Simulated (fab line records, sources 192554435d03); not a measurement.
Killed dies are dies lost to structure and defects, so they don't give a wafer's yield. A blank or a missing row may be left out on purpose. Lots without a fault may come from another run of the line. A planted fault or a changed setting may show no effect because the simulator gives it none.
Which tool did it? | flow n5_finfet | 10 lots, 30 wafers sampled, at 5 steps of a route of 1938

WHAT THE GAUGES READ, wafer by wafer
N5_BEOL_M11_INSPECT_58: inspects for defects (darkfield).
lot  | measured     | on                | raw_defect_count
L075 | day 10 11:19 | defect_inspect-01 | 41 54 40
L077 | day 11 03:51 | defect_inspect-02 | 47 60 49
L079 | day 11 06:28 | defect_inspect-01 | 52 38 64
L082 | day 12 09:47 | defect_inspect-01 | 35 45 55
L087 | day 13 15:20 | defect_inspect-01 | 88 66 61
L089 | day 14 01:43 | defect_inspect-02 | 67 57 76
L090 | day 14 19:16 | defect_inspect-01 | 52 64 60
L093 | day 15 08:41 | defect_inspect-01 | 43 40 43
L095 | day 15 15:52 | defect_inspect-01 | 70 36 50
L096 | day 16 00:01 | defect_inspect-01 | 46 52 51

WHICH TOOL RAN EACH LOT (tool, then ch and the chambers of the sampled wafers, then the start)
lot  | N5_BEOL_M11_DESCUM_33              | N5_BEOL_M11_ETCH_65                | N5_BEOL_M11_ETCH_41                           | N5_BEOL_M11_ANNEAL_51
L075 | rie_diel-05 ch 2,3, day 10 06:34   | rie_diel-05 ch 2,3, day 10 06:36   | rie_diel-05 ch 2,3, day 10 10:32 or earlier   | rtp_anneal-02 ch 0, day 10 10:32
L077 | rie_diel-03 ch 0,1,3, day 11 00:02 | rie_diel-03 ch 0,1,3, day 11 00:04 | rie_diel-03 ch 0,1,3, day 11 03:09 or earlier | rtp_anneal-02 ch 0, day 11 03:09
L079 | rie_diel-04 ch 0,1,2, day 11 02:20 | rie_diel-04 ch 0,1,2, day 11 02:22 | rie_diel-04 ch 0,1,2, day 11 05:43 or earlier | rtp_anneal-02 ch 0, day 11 05:43
L082 | rie_diel-05 ch 0,1,3, day 12 06:08 | rie_diel-05 ch 0,1,3, day 12 06:10 | rie_diel-05 ch 0,1,3, day 12 09:02 or earlier | rtp_anneal-02 ch 0, day 12 09:02
L087 | rie_diel-03 ch 0,2,3, day 13 12:42 | rie_diel-03 ch 0,2,3, day 13 12:44 | rie_diel-03 ch 0,2,3, day 13 14:35 or earlier | rtp_anneal-02 ch 0, day 13 14:35
L089 | rie_diel-03 ch 0,1,2, day 13 21:49 | rie_diel-03 ch 0,1,2, day 13 21:51 | rie_diel-03 ch 0,1,2, day 14 00:53 or earlier | rtp_anneal-02 ch 0, day 14 00:53
L090 | rie_diel-05 ch 0,1, day 14 15:24   | rie_diel-05 ch 0,1, day 14 15:26   | rie_diel-05 ch 0,1, day 14 18:34 or earlier   | rtp_anneal-01 ch 0, day 14 18:34
L093 | rie_diel-03 ch 0,2,3, day 15 05:29 | rie_diel-03 ch 0,2,3, day 15 05:31 | rie_diel-03 ch 0,2,3, day 15 07:56 or earlier | rtp_anneal-01 ch 0, day 15 07:56
L095 | rie_diel-04 ch 1,2,3, day 15 12:56 | rie_diel-04 ch 1,2,3, day 15 12:58 | rie_diel-04 ch 1,2,3, day 15 15:07 or earlier | rtp_anneal-02 ch 0, day 15 15:07
L096 | rie_diel-03 ch 0,2, day 15 19:39   | rie_diel-03 ch 0,2, day 15 19:41   | rie_diel-03 ch 0,2, day 15 23:16 or earlier   | rtp_anneal-01 ch 0, day 15 23:16
- N5_BEOL_M11_DESCUM_33: chemistry O2, time 7.9 s.
- N5_BEOL_M11_ETCH_65: etches SiARC in CF4, target depth 39 nm, time 65 s.
- N5_BEOL_M11_ETCH_41: etches SiCN in CH3F/O2, target depth 42.6 nm, time 86 s.
- N5_BEOL_M11_ANNEAL_51: time 90 s.

THE ANSWER, worked out from the rows above alone
Rule: what is usual is taken from the lots themselves. Put in order of their means at a reading, lots are off if they are a third of the lots or fewer, leave a main group of 4 or more, and stand apart from it by a gap of 3 or more times the standard deviation of the main group's means; of several such gaps the widest counts. A main group whose means are all the same, to the digits that the tables above print for the reading, isn't used. A lot without any number at a reading at which 4 lots or more have one is off too. The other lots that the step has rows for count as sound.
No lot is off at any reading shown: from this, nothing can be told.

WHAT THE SIMULATOR HAD PUT IN
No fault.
